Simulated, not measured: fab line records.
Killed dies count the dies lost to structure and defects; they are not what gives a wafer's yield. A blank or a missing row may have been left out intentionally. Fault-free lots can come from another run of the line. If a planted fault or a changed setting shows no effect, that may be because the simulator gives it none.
Which tool was responsible? + flow nand-harc + 6 lots with 18 wafers sampled at 3 steps, on a route of 1159 steps

== WHAT THE GAUGES READ, wafer by wafer ==
NHARC_HYBRID_BOND_OVL_MEAS_05.
| lot  | measured     | on         | overlay-x-nm (nm) |
|------|--------------|------------|-------------------|
| L374 | day 18 16:04 | overlay-02 | 39 -58 7          |
| L381 | day 21 02:39 | overlay-01 | 8 16 32           |
| L385 | day 21 15:40 | overlay-02 | 18 -49 6          |
| L390 | day 22 19:53 | overlay-02 | 3 15 -43          |
| L395 | day 23 16:48 | overlay-01 | 6 19 -17          |
| L396 | day 23 21:56 | overlay-01 | 4 -39 -35         |

== WHAT TOOL EACH LOT RAN ON (gives the tool, then ch and the chambers of the sampled wafers, and finally the start) ==
| lot  | NHARC_P_M1_ECD_22              | NHARC_A_BONDPAD_PVD_27                  |
|------|--------------------------------|-----------------------------------------|
| L374 | ecd-cu-02 ch 0,1, day 6 02:50  | pvd-sputter-02, day 18 16:04 or earlier |
| L381 | ecd-cu-02 ch 1, day 8 09:06    | pvd-sputter-02, day 21 02:39 or earlier |
| L385 | ecd-cu-01 ch 0,1, day 9 16:57  | pvd-sputter-01, day 21 15:40 or earlier |
| L390 | ecd-cu-01 ch 0,1, day 10 05:13 | pvd-sputter-02, day 22 19:53 or earlier |
| L395 | ecd-cu-02 ch 0,1, day 11 07:40 | pvd-sputter-01, day 23 16:48 or earlier |
| L396 | ecd-cu-02 ch 0,1, day 11 12:13 | pvd-sputter-03, day 23 21:56 or earlier |
- NHARC_P_M1_ECD_22: material Cu, target thk 400 nm.
- NHARC_A_BONDPAD_PVD_27: deposits Cu, target thk 30 nm, time 20.49 s.

== THE ANSWER, worked out from the rows above alone ==
Rule: the lots themselves supply what counts as usual. The widest of any qualifying gaps counts: lots, ordered by their means at a reading, are off when they make up no more than a third of the lots, leave a main group of 4 or more, and stand apart from it by 3 or more times the standard deviation of that group's means. The tables above print the reading to a certain number of digits; a main group whose means all agree to those digits is not used. Also off: a lot with no number at a reading for which 4 or more lots have one. Any other lot the step has rows for is counted as sound.
Nothing can be told from this: no lot is off at any reading shown.

== WHAT THE SIMULATOR HAD PUT IN ==
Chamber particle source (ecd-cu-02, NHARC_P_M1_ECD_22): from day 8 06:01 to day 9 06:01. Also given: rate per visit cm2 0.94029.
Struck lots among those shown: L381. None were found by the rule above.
